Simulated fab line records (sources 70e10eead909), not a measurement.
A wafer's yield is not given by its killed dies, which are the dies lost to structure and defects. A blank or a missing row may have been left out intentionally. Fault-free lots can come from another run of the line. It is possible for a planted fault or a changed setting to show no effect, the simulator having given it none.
fab line records	flow nand_harc
record lots=6	wafers=18	last_day=29
route steps=1159 shown A_CONTACT@948 END@1159
lots with no fault: from the same line, run without faults
start_h: start of the lot's first displayed wafer, in hours after the record's first day	wait_h: hours elapsed since this lot's preceding step	" repeats the value in the row above	L1.1+2: a row that stands for several wafers	- value missing, or start not given	* or withheld: withheld	< > ~ a bound
route shown NAME@n: NAME is a module with steps in the file, n the number in the route of the first one	usual: mean and standard deviation over wafers with no fault	same: alike in all rows	chamber/n: place in a boat	sites: per-site readings	_std_site: the standard deviation of these	_edge_site: outer sites' mean less inner sites'	radius_mm: how far each site lies from the wafer's centre	mask NAME#n: copy n	behind: tool/chamber where the wafer was last shaped	hold: why the lot went on hold/how many hours it stayed there/how the hold came to an end	device: the transistor (n, p or np) that didn't switch	end of line: the same wafers' tests at the end of the route	where a step has no rows: the recipe by itself	killed: count of dies lost to structure and defects at first sort (not the wafer's yield)	map: a wafer's dies, x killed, . not, _ none there
set.NAME: the setting as run; set.NAME@STEP: as run at that earlier step	model.NAME: the simulator's own value behind a step, which no gauge read
lots seen at some steps along the route; tables by step, rows by wafer
services: when a tool's chamber went out of use (start_h, in hours from the record's first day, below 0 if earlier), for how many hours, and the reason
## steps
# step NHARC_A_CONTACT_ETCH_139
# recipe source_w=withheld	pressure_mtorr=20	bias_v=400	time_s=137	target_depth_a=5900	ar_flow_sccm=withheld	c4f8_flow_sccm=11.5	o2_flow_sccm=7.2	chemistry=C4F8/O2/Ar
# usual chamber_pressure_mTorr=20.002/0.018	oes_air_line_au=1.003/0.017
lot.wafer	tool	chamber	start_h	wait_h	chamber_pressure_mTorr	oes_air_line_au	rf_hours_counter_h
L752.4	har_cap_etch-03	1	475.78	0.1	19.983	1.032	-
L752.3	"	0	"	"	20.035	1.018	-
L752.5	"	0	"	"	20.002	0.987	-
L751.4	har_cap_etch-01	1	481.05	0.1	20.003	1.025	-
L751.3	"	0	"	"	20.001	0.989	-
L751.6	"	0	"	"	20.005	1.013	-
L765.1	har_cap_etch-02	0	529.10	0.1	19.978	0.987	30
L765.3	"	1	"	"	20.007	0.987	-
L765.6	"	0	"	"	20.014	0.989	-
L768.3	har_cap_etch-02	1	543.53	0.1	19.991	1.001	-
L768.4	"	0	"	"	20.012	1.001	-
L768.5	"	1	"	"	20.009	1.010	-
L762.2	har_cap_etch-02	1	558.82	0.1	19.985	1.020	39
L762.4	"	1	"	"	19.986	0.997	-
L762.6	"	0	"	"	20.004	0.997	-
L772.2	har_cap_etch-02	1	572.65	0.1	19.991	0.991	43
L772.3	"	0	"	"	19.996	0.993	-
L772.6	"	1	"	"	19.996	1.020	-
# step NHARC_A_CONTACT_ETCH_92
# recipe target_depth_a=400	over_etch_frac=0.5	time_s=85.7	ion_energy_ev=120	ch3f_flow_sccm=50	o2_flow_sccm=30	ar_flow_sccm=200	rf_w=500	bias_w=100	chemistry=CH3F/O2
# usual chamber_pressure_mTorr=24.996/0.026	drypump_motor_current_A=5.8/0.62	oes_product_au=0.94/0.031	rf_vpp_V=244.4/1.6	showerhead_plenum_p_Torr=2.47/0.1	throttle_valve_pct=20.663/0.0096
lot.wafer	tool	chamber	start_h	wait_h	chamber_pressure_mTorr	drypump_motor_current_A	oes_product_au	rf_hours_counter_h	rf_vpp_V	showerhead_plenum_p_Torr	throttle_valve_pct
L752.4	rie_diel-04	2	476.13	0.3	24.990	6.4	0.99	0	245.9	2.47	20.676
L752.3	"	3	"	"	24.973	5.1	0.99	0	246.1	2.61	20.675
L752.5	"	0	"	"	24.995	6.4	0.99	-	242.7	2.34	20.662
L751.4	rie_diel-05	2	481.38	0.3	24.996	6.5	0.92	59	243.8	2.53	20.663
L751.3	"	1	"	"	25.000	6.0	0.93	55	242.7	2.39	20.654
L751.6	"	2	"	"	25.002	6.4	0.93	-	243.2	2.53	20.665
L765.3	rie_diel-06	2	529.52	0.3	25.022	5.3	0.93	23	243.3	2.31	20.651
L765.1	"	1	"	"	24.982	5.0	0.92	24	246.8	2.60	20.642
L765.6	"	2	"	"	24.999	5.3	0.93	-	241.3	2.31	20.652
L768.4	rie_diel-04	2	543.87	0.3	24.987	6.4	0.92	29	245.0	2.45	20.669
L768.3	"	3	"	"	24.995	5.1	0.92	28	246.7	2.60	20.666
L768.5	"	2	"	"	24.981	6.4	0.93	-	242.8	2.46	20.658
L762.4	rie_diel-06	3	559.24	0.3	24.998	5.8	0.92	30	244.3	2.55	20.677
L762.2	"	0	"	"	24.989	6.7	0.91	30	244.2	2.50	20.677
L762.6	"	2	"	"	25.007	5.3	0.92	-	242.6	2.31	20.661
L772.3	rie_diel-06	2	573.02	0.3	24.974	5.3	1.01	33	242.4	2.31	20.661
L772.2	"	0	"	"	25.008	6.7	1.00	33	246.3	2.49	20.665
L772.6	"	2	"	"	25.000	5.3	0.99	-	242.0	2.31	20.668
# step NHARC_A_CONTACT_ETCH_98
# recipe target_depth_a=200	over_etch_frac=0.5	time_s=10	ion_energy_ev=250	c4f6_flow_sccm=25	o2_flow_sccm=20	ar_flow_sccm=500	rf_w=600	bias_w=500	chemistry=C4F6/O2
# step NHARC_A_CONTACT_CD_MEAS_15
# usual cd_nm=90.0/0.46
lot.wafer	tool	chamber	start_h	wait_h	cd_nm
L752.3	cd_sem-03	-	476.80	-	90.4
L752.4	"	-	"	"	89.8
L752.5	"	-	"	"	89.8
L751.3	cd_sem-02	-	481.61	-	90.6
L751.4	"	-	"	"	89.7
L751.6	"	-	"	"	90.1
L765.1	cd_sem-03	-	530.09	-	90.0
L765.3	"	-	"	"	89.8
L765.6	"	-	"	"	90.2
L768.3	cd_sem-02	-	544.08	-	89.9
L768.4	"	-	"	"	88.9
L768.5	"	-	"	"	89.4
L762.2	cd_sem-03	-	559.44	-	90.0
L762.4	"	-	"	"	90.3
L762.6	"	-	"	"	90.5
L772.2	cd_sem-02	-	573.24	-	90.1
L772.3	"	-	"	"	90.3
L772.6	"	-	"	"	89.9
# step NHARC_A_CONTACT_STRIP_107
# recipe n2_flow_sccm=150	h2_flow_sccm=150	ar_flow_sccm=0	bias_w=0	chemistry=N2/H2
# step NHARC_A_CONTACT_STRIP_108
# recipe cf4_flow_sccm=100	chf3_flow_sccm=30	ar_flow_sccm=0	bias_w=0	chemistry=CF4/CHF3
# step NHARC_A_CONTACT_STRIP_109
# recipe o2_flow_sccm=400	cos_flow_sccm=20	ar_flow_sccm=0	bias_w=0	chemistry=O2/COS
# step NHARC_A_CONTACT_ETCH_110
# recipe target_depth_a=500	overetch_a=50	time_s=27.5	ion_energy_ev=100	cf4_flow_sccm=80	o2_flow_sccm=20	ar_flow_sccm=0	rf_w=300	bias_w=100	chemistry=CF4/O2
# step NHARC_A_CONTACT_STRIP_26
# recipe o2_flow_sccm=500	ar_flow_sccm=0	bias_w=0	chemistry=O2
# usual chamber_pressure_mTorr=60.00/0.056	drypump_motor_current_A=5.8/0.59	oes_product_au=0.996/0.0084	rf_vpp_V=57.8/0.94	showerhead_plenum_p_Torr=3.53/0.14	throttle_valve_pct=17.037/0.009
lot.wafer	tool	chamber	start_h	wait_h	chamber_pressure_mTorr	drypump_motor_current_A	oes_product_au	rf_hours_counter_h	rf_vpp_V	showerhead_plenum_p_Torr	throttle_valve_pct
L752.4	rie_diel-04	3	-	-	59.99	5.1	1.001	1	58.8	3.74	17.044
L752.3	"	1	"	"	60.05	5.4	0.999	1	57.5	3.55	17.025
L752.5	"	0	"	"	59.93	6.4	1.007	-	57.0	3.36	17.038
L751.3	rie_diel-05	3	-	-	59.98	5.5	0.995	58	58.1	3.36	17.034
L751.6	"	0	"	"	59.95	5.3	0.995	-	58.0	3.51	17.046
L751.4	"	2	"	"	60.02	6.5	1.000	-	57.6	3.62	17.041
L765.1	rie_diel-05	0	-	-	59.99	5.3	0.990	1	57.1	3.50	17.045
L765.3	"	1	"	"	60.11	6.1	0.983	1	58.2	3.42	17.035
L765.6	"	0	"	"	60.02	5.3	0.982	-	57.0	3.50	17.051
L768.3	rie_diel-06	0	-	-	59.84	6.7	0.999	27	58.5	3.58	17.033
L768.4	"	1	"	"	60.04	5.0	0.987	27	58.6	3.73	17.036
L768.5	"	1	"	"	60.00	5.0	0.998	-	56.5	3.73	17.029
L762.2	rie_diel-06	0	-	-	60.02	6.8	0.994	30	58.2	3.58	17.042
L762.4	"	2	"	"	59.98	5.3	0.994	30	57.1	3.32	17.043
L762.6	"	0	"	"	59.93	6.7	0.991	-	56.8	3.58	17.040
L772.3	rie_diel-04	3	-	-	60.02	5.1	1.001	38	58.4	3.72	17.030
L772.2	"	2	"	"	60.01	6.4	1.005	39	58.3	3.52	17.038
L772.6	"	0	"	"	59.89	6.4	1.011	-	57.2	3.35	17.054
# step NHARC_A_CONTACT_STRIP_27
# recipe time_s=600	temp_c=30	chemistry=post_etch_residue_remover
# step NHARC_A_CONTACT_ALD_18
# recipe target_thk_a=30	pulse_time_s=1	ald_cycles=150	temp_c=450	material=TiN
# usual heater_power_w=1065/110	precursor_pulse_height_rel=1.001/0.021	susceptor_temp_C=450.02/0.24
# same ald_cycles=150
lot.wafer	tool	chamber	start_h	wait_h	heater_power_w	precursor_pulse_height_rel	susceptor_temp_C
L752.3	ald_metal-02	3	477.97	-	1345	1.008	449.96
L752.4	"	1	"	"	1082	0.975	450.04
L752.5	"	2	"	"	941	1.009	449.62
L751.4	ald_metal-03	0	482.61	-	892	0.959	449.76
L751.3	"	2	"	"	1050	1.003	450.19
L751.6	"	0	"	"	892	0.981	449.52
L765.3	ald_metal-03	2	531.21	-	1064	0.979	450.28
L765.1	"	1	"	"	1156	1.033	450.03
L765.6	"	2	"	"	1056	0.976	450.14
L768.4	ald_metal-03	2	545.07	-	1028	0.981	450.01
L768.3	"	3	"	"	1095	0.977	450.28
L768.5	"	1	"	"	1190	1.040	450.09
L762.4	ald_metal-02	3	560.52	-	1193	0.997	450.10
L762.2	"	1	"	"	1087	1.013	450.16
L762.6	"	0	"	"	948	1.012	449.82
L772.3	ald_metal-02	1	574.18	-	1066	0.987	449.82
L772.2	"	3	"	"	1167	1.056	449.57
L772.6	"	2	"	"	903	1.000	449.57
# step NHARC_A_CONTACT_CVD_19
# recipe target_thk_a=3000	temp_c=300	pressure_torr=40	wf6_flow_sccm=40	h2_flow_sccm=1600	ar_flow_sccm=1560	time_s=802	material=W
# usual heater_power_w=463/74	susceptor_temp_C=299.99/0.17	throttle_valve_pct=7.92/0.23
lot.wafer	tool	chamber	start_h	wait_h	heater_power_w	susceptor_temp_C	throttle_valve_pct
L752.3	cvd_w-01	1	-	-	369	299.75	8.09
L752.4	"	0	"	"	540	300.29	8.05
L752.5	"	0	"	"	546	299.95	7.98
L751.4	cvd_w-01	0	-	-	546	300.10	8.27
L751.3	"	1	"	"	366	300.25	7.59
L751.6	"	1	"	"	356	299.79	7.79
L765.1	cvd_w-01	0	-	-	527	300.03	7.99
L765.3	"	0	"	"	544	300.09	7.99
L765.6	"	0	"	"	546	300.20	7.99
L768.3	cvd_w-02	1	-	-	500	-	7.92
L768.4	"	0	"	"	471	-	7.43
L768.5	"	1	"	"	507	-	8.06
L762.2	cvd_w-01	1	-	-	357	-	8.17
L762.4	"	0	"	"	521	-	8.17
L762.6	"	0	"	"	541	-	8.21
L772.2	cvd_w-02	0	-	-	457	-	7.20
L772.3	"	1	"	"	528	-	7.50
L772.6	"	0	"	"	469	-	7.38
# step NHARC_A_CONTACT_CMP_20
# recipe t_overpolish_s=30	target_thk_nm=300
# usual edge_zone_pressure_frac=1.001/0.0048	motor_current_A=12.0/1.5	overpolish_run_s=30.001/0.0094	time_to_endpoint_s=60/3.2
lot.wafer	tool	chamber	start_h	wait_h	edge_zone_pressure_frac	motor_current_A	overpolish_run_s	time_to_endpoint_s
L752.3	cmp-03	3	506.55	0.6	0.990	15.4	30.012	61
L752.4	"	0	"	"	1.010	10.2	30.006	63
L752.5	"	2	"	"	1.004	11.4	29.999	61
L751.4	cmp-04	0	508.49	0.6	0.998	11.9	29.986	61
L751.3	"	1	"	"	1.007	10.8	30.001	66
L751.6	"	2	"	"	0.987	12.3	30.003	62
L765.3	cmp-04	2	549.66	0.5	1.016	12.5	29.986	35
L765.1	"	3	"	"	0.995	12.5	30.003	61
L765.6	"	1	"	"	1.000	11.2	29.997	65
L768.4	cmp-02	0	555.63	0.4	0.997	14.4	29.998	60
L768.3	"	2	"	"	1.006	12.4	29.992	62
L768.5	"	1	"	"	0.997	10.6	30.014	61
L762.4	cmp-04	0	581.07	0.4	1.003	11.0	29.995	68
L762.2	"	2	"	"	0.999	13.1	29.995	36
L762.6	"	3	"	"	0.999	12.2	29.984	62
L772.3	cmp-03	1	596.23	0.6	0.998	10.7	30.009	54
L772.2	"	2	"	"	0.999	11.2	30.007	57
L772.6	"	3	"	"	1.002	15.0	29.996	58
# step NHARC_END_SORT_01
# recipe temp_c=25
# usual killed_at_array=29/11	killed_at_periphery=3.0/2.3	killed_dies=33/12	killed_open=3.3/1.9	killed_short=2.0/1.5
# same gross_dies=677	killed_at_other=0
lot.wafer	tool	chamber	start_h	wait_h	killed_at_array	killed_at_periphery	killed_dies	killed_open	killed_short
L751.3	prober-01	0	581.57	3.1	39	5	44	2	2
L751.4	prober-01	0	582.36	3.4	43	7	50	4	7
L751.6	prober-01	0	583.95	4.0	43	1	44	4	2
L752.3	prober-02	0	585.68	3.1	13	1	14	1	4
L752.4	prober-02	0	586.47	3.4	11	3	14	1	3
L752.5	prober-02	0	587.26	3.7	9	1	10	1	1
L765.1	prober-01	0	626.51	2.5	31	6	37	2	3
L765.3	prober-01	0	628.13	3.1	21	9	30	6	1
L765.6	prober-01	0	630.56	4.1	34	6	40	4	1
L768.3	prober-02	0	640.28	3.1	17	2	19	3	4
L768.4	prober-02	0	641.09	3.4	17	1	18	3	3
L768.5	prober-02	0	641.89	3.7	20	5	25	4	1
L762.2	prober-02	0	655.04	2.8	39	4	43	3	3
L762.4	prober-02	0	656.64	3.4	39	2	41	1	1
L762.6	prober-02	0	658.24	4.0	41	1	42	2	0
L772.2	prober-02	0	686.26	2.8	33	5	38	4	1
L772.3	prober-02	0	687.06	3.1	33	1	34	1	0
L772.6	prober-02	0	689.44	4.0	30	3	33	1	1
# killed by level:class
L751.3 A_CHANNEL_HOLE_D1:chamber_film_flake=20 A_SLIT:chamber_film_flake=13 A_CONTACT:chamber_film_flake=4 P_CONTACT:geometric_particle:open=1 P_M0:geometric_particle:open=1 P_M0:geometric_particle:short=1 A_WL_FILL:geometric_particle:short=1 P_STI:chamber_film_flake=1
L751.4 A_CHANNEL_HOLE_D1:chamber_film_flake=15 A_SLIT:chamber_film_flake=11 A_CONTACT:chamber_film_flake=7 A_STAIRCASE:chamber_film_flake=3 P_CONTACT:geometric_particle:short=2 P_M0:geometric_particle:open=2 A_SOURCE_PLATE:geometric_particle:short=2 P_M1:geometric_particle:short=1
L751.6 A_CHANNEL_HOLE_D1:chamber_film_flake=17 A_SLIT:chamber_film_flake=14 A_CONTACT:chamber_film_flake=5 A_ONON_D1:geometric_particle:open=1 A_CHANNEL_HOLE_D1:geometric_particle:open=1 A_CHANNEL_FILL_D1:geometric_particle:short=1 A_STAIRCASE:geometric_particle:short=1 A_SGD_CUT:geometric_particle:open=1
L752.3 A_CONTACT:chamber_film_flake=6 A_CHANNEL_HOLE_D1:chamber_film_flake=2 A_CHANNEL_HOLE_D1:geometric_particle:open=1 A_CHANNEL_FILL_D1:geometric_particle:short=1 A_SLIT:geometric_particle:short=1 A_WL_FILL:geometric_particle:short=1 A_CONTACT:geometric_particle:short=1 P_GATE:chamber_film_flake=1
L752.4 A_CONTACT:chamber_film_flake=5 A_CHANNEL_HOLE_D1:chamber_film_flake=3 P_STI:geometric_particle:short=1 P_GATE:geometric_particle:short=1 A_CHANNEL_FILL_D1:geometric_particle:short=1 A_WL_FILL:geometric_particle:open=1 P_STI:chamber_film_flake=1 A_STAIRCASE:chamber_film_flake=1
L752.5 A_CONTACT:chamber_film_flake=4 A_CHANNEL_HOLE_D1:chamber_film_flake=3 P_CONTACT:geometric_particle:open=1 A_M0:geometric_particle:short=1 A_STAIRCASE:chamber_film_flake=1
L765.1 A_CHANNEL_HOLE_D1:chamber_film_flake=19 A_CONTACT:chamber_film_flake=6 P_CONTACT:chamber_film_flake=2 A_STAIRCASE:chamber_film_flake=2 P_STI:geometric_particle:short=1 P_GATE:geometric_particle:short=1 A_ONON_D1:geometric_particle:short=1 A_WL_FILL:geometric_particle:open=1
L765.3 A_CHANNEL_HOLE_D1:chamber_film_flake=15 P_M0:geometric_particle:open=3 A_STAIRCASE:chamber_film_flake=3 P_CONTACT:chamber_film_flake=2 A_CONTACT:chamber_film_flake=2 P_GATE:geometric_particle:open=1 P_CONTACT:geometric_particle:open=1 P_M1:geometric_particle:short=1
L765.6 A_CHANNEL_HOLE_D1:chamber_film_flake=17 A_CONTACT:chamber_film_flake=7 A_STAIRCASE:chamber_film_flake=3 P_GATE:chamber_film_flake=2 P_CONTACT:chamber_film_flake=2 A_ZERO_WELL:chamber_film_flake=2 P_CONTACT:geometric_particle:open=1 A_CHANNEL_FILL_D1:geometric_particle:short=1
L768.3 A_STAIRCASE:chamber_film_flake=5 A_ONON_D1:geometric_particle:open=2 A_WL_FILL:geometric_particle:short=2 A_CHANNEL_HOLE_D1:chamber_film_flake=2 A_BONDPAD:chamber_film_flake=2 P_M1:geometric_particle:short=1 A_SOURCE_PLATE:geometric_particle:open=1 A_ONON_D1:geometric_particle:short=1
L768.4 A_CHANNEL_HOLE_D1:chamber_film_flake=6 A_BONDPAD:chamber_film_flake=3 P_M2:geometric_particle:open=1 A_ONON_D1:geometric_particle:open=1 A_STAIRCASE:geometric_particle:short=1 A_WL_FILL:geometric_particle:short=1 A_M0:geometric_particle:short=1 A_M1:geometric_particle:open=1
L768.5 A_CHANNEL_HOLE_D1:chamber_film_flake=7 A_BONDPAD:chamber_film_flake=7 A_BLC:chamber_film_flake=3 P_GATE:geometric_particle:open=2 P_M0:geometric_particle:open=1 A_WL_FILL:geometric_particle:short=1 A_BLC:geometric_particle:open=1 P_STI:chamber_film_flake=1
L762.2 A_SLIT:chamber_film_flake=17 A_CHANNEL_HOLE_D1:chamber_film_flake=15 A_CONTACT:chamber_film_flake=3 P_GATE:geometric_particle:open=1 P_CONTACT:geometric_particle:short=1 P_M1:geometric_particle:open=1 A_CHANNEL_FILL_D1:geometric_particle:short=1 A_WL_FILL:geometric_particle:short=1
L762.4 A_SLIT:chamber_film_flake=17 A_CHANNEL_HOLE_D1:chamber_film_flake=17 A_STAIRCASE:chamber_film_flake=4 P_GATE:geometric_particle:short=1 P_GATE:geometric_particle:open=1 A_CONTACT:chamber_film_flake=1
L762.6 A_SLIT:chamber_film_flake=19 A_CHANNEL_HOLE_D1:chamber_film_flake=17 A_STAIRCASE:chamber_film_flake=3 A_ONON_D1:geometric_particle:open=2 P_CONTACT:chamber_film_flake=1
L772.2 A_SLIT:chamber_film_flake=13 A_CHANNEL_HOLE_D1:chamber_film_flake=9 A_CONTACT:chamber_film_flake=4 A_WL_FILL:chamber_film_flake=2 P_CONTACT:geometric_particle:open=1 P_M1:geometric_particle:open=1 A_ONON_D1:geometric_particle:short=1 A_CONTACT:geometric_particle:open=1
L772.3 A_SLIT:chamber_film_flake=19 A_CHANNEL_HOLE_D1:chamber_film_flake=7 A_STAIRCASE:chamber_film_flake=2 A_CONTACT:unspecified=2 A_WL_FILL:geometric_particle:open=1 P_STI:chamber_film_flake=1 A_CHANNEL_FILL_D1:chamber_film_flake=1 A_CONTACT:chamber_film_flake=1
L772.6 A_SLIT:chamber_film_flake=20 P_STI:chamber_film_flake=3 A_STAIRCASE:chamber_film_flake=3 A_CHANNEL_HOLE_D1:chamber_film_flake=2 A_CONTACT:chamber_film_flake=2 A_SOURCE_PLATE:geometric_particle:short=1 A_CONTACT:geometric_particle:open=1 A_CHANNEL_FILL_D1:chamber_film_flake=1
## services
tool	chamber	start_h	hours	kind
rie_diel-04	3	461.57	8.7	repair
rie_diel-04	-	466.00	9.0	pm
ald_metal-02	0	471.47	6.4	repair
cvd_w-01	-	478.55	13.0	pm
rie_diel-05	1	481.75	4.3	repair
cmp-04	-	488.31	2.4	repair
ald_metal-02	3	494.00	5.8	repair
cmp-04	-	497.14	4.0	pm
ald_metal-03	-	500.00	10.0	pm
ald_metal-02	-	512.06	1.1	repair
rie_diel-05	-	518.18	9.0	pm
ald_metal-02	-	542.00	10.0	pm
cmp-03	-	548.05	4.0	pm
cmp-04	-	556.50	0.4	repair
cvd_w-02	-	559.72	13.0	pm
rie_diel-04	-	566.05	0.4	repair
rie_diel-05	1	567.24	5.5	repair
rie_diel-04	0	570.01	2.7	repair
rie_diel-06	1	574.00	25.0	repair
ald_metal-03	1	577.11	10.9	repair
rie_diel-06	-	579.84	0.8	repair
rie_diel-05	1	581.50	1.8	repair
cmp-04	-	595.14	4.0	pm
rie_diel-06	-	595.70	9.0	pm
## key
first_sign step=NHARC_A_CONTACT_CMP_20	reading=time_to_endpoint_s	direction=down	sigmas=7.7	usual=*	struck=*
effect none on later readings
met_at NHARC_A_CONTACT_CMP_20
struck_wafers L762.2,L765.3
tester_left_out L762,L765
onset_between 508.49 549.66
fault kind=process_parameter_drift	tool=cmp-04	chamber=2	onset_h=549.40	steps=NHARC_A_CONTACT_CMP_20	channel=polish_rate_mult	offset=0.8	shape=step	end_h=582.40
# tester_left_out: of these lots the tester's yield and bins aren't shown, on N5 and GAA mostly nor the transistor test; their killed dies are dies lost to structure and defects alone, not to doping, threshold or leakage, so they don't give the yield
